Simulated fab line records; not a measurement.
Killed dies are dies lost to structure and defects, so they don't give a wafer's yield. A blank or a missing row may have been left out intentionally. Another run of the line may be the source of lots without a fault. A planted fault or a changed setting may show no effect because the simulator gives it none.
8D (eight disciplines) problem report, filled in by code    flow nand-harc    the parts of the form that need people (team, actions taken, sign-off) are left out

## 1. WHAT WENT WRONG
killed-at-array at NHARC_END_SORT_01 reads a mean of 658 on 2 wafers of 2 lots; wafers without a fault read 28 with a standard deviation of 11. That is +57 standard deviations from the usual mean.
Seen first at day 22 17:28 on prober-02, wafer L993.2. The record has a number at this step for 12 wafers belonging to 4 lots. By rule, "out" or "out of limits" means more than 4 standard deviations away from the usual mean. The other wafers with a number count as sound.

## 2. WHAT IT IS, AND WHAT IT ISN'T
question                     is                            is not
which readings at this step  killed-at-array, killed-dies  killed-at-other, killed-at-periphery, killed-open, killed-short
which lots                   L993, L994                    L984, L995
which wafers of those lots   L993.2, L994.5                L993.1, L993.4, L994.1, L994.4
read on which gauges         prober-01, prober-02          -
when                         from day 22 17:28             up to then (4 sound wafers); but 6 sound wafers of L993, L994, L995 came after

## 3. THE SUSPECTS, EACH WITH WHAT RULES IT OUT
Counting: a tool at a process step up to the reading stays a suspect if it ran every lot that is out. Sound lots after the first of them don't rule it out here, since some wafers of a struck lot are sound.
- ruled out: the gauge at NHARC_END_SORT_01. 2 gauges (prober-01, prober-02) read the wafers that are out.
- rie-diel-03 at NHARC_A_STAIRCASE_ETCH_170 (etches the open film in C4F6/O2, target depth 200 nm, time 66.667 s): kept. It ran every lot that is out, first L993 (day 14 05:19). NHARC_A_STAIRCASE_ETCH_170 gives no start for some lots, so the hours and the order of its lots are those of NHARC_A_STAIRCASE_STRIP_171.
- rie-diel-11 at NHARC_A_STAIRCASE_ETCH_13 (etches the open film in C4F8/O2, target depth 100 nm, time 40.5 s): kept. It ran every lot that is out, first L993 (day 14 07:04). Its own oes-product-au readings are out on those wafers.
- rie-diel-11 at NHARC_A_STAIRCASE_TRIM_16 (chemistry O2, time 211.2 s): kept. It ran every lot that is out, first L993 (day 22 16:40). NHARC_A_STAIRCASE_TRIM_16 gives no start for some lots, so the hours and the order of its lots are those of NHARC_END_SORT_01.
- In rie-diel-11 at NHARC_A_STAIRCASE_ETCH_13, the wafers that are out were processed in chamber 0 and their sound lot-mates in chambers 1, 2.
Still standing after the count: rie-diel-03 at NHARC_A_STAIRCASE_ETCH_170, rie-diel-11 at NHARC_A_STAIRCASE_ETCH_13, rie-diel-11 at NHARC_A_STAIRCASE_TRIM_16.

## 4. THE CAUSE (what the simulator had put in)
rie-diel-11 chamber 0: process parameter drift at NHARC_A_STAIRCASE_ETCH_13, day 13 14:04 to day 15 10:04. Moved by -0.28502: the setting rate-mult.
This tool is one of the 3 suspects left after counting.

## 5. SEQUENCE OF EFFECTS, ordered by route
Rows list readings where the struck wafers' mean (over those with a number) sits beyond 3 standard deviations from the usual. Only readings whose record carries a usual standard deviation are examined. hours: median over the lots of the time between each lot's start at the first step of this table that gives one and its start at this step. sigmas: the change, counted in usual standard deviations.
hours  step                       reading          usual       on struck wafers  change  sigmas
0      NHARC_A_STAIRCASE_ETCH_13  oes-product-au   0.933 a.u.  0.766             -0.167  -14
204    NHARC_END_SORT_01          killed-at-array  28          658               +630    +57
204    NHARC_END_SORT_01          killed-dies      32          662               +630    +53
Here are the process steps it includes:
- NHARC_A_STAIRCASE_ETCH_13: etches the open film in C4F8/O2, target depth 100 nm, time 40.5 s.

## 6. WHAT WOULD HAVE CAUGHT IT SOONER
The first out-of-limits reading at a measuring or inspecting step in this record came at day 22 17:28, 219 hours after the fault's start at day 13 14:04.
At NHARC_A_STAIRCASE_ETCH_13, the tool's own readings (oes-product-au) were out on each struck wafer the step has a row for, so an alarm limit on them would have fired on the first such wafer.
All the lots that are out (2) had begun NHARC_A_STAIRCASE_ETCH_13 on rie-diel-11 by day 22 17:28. Tool hold at that time: it would have spared none of them.
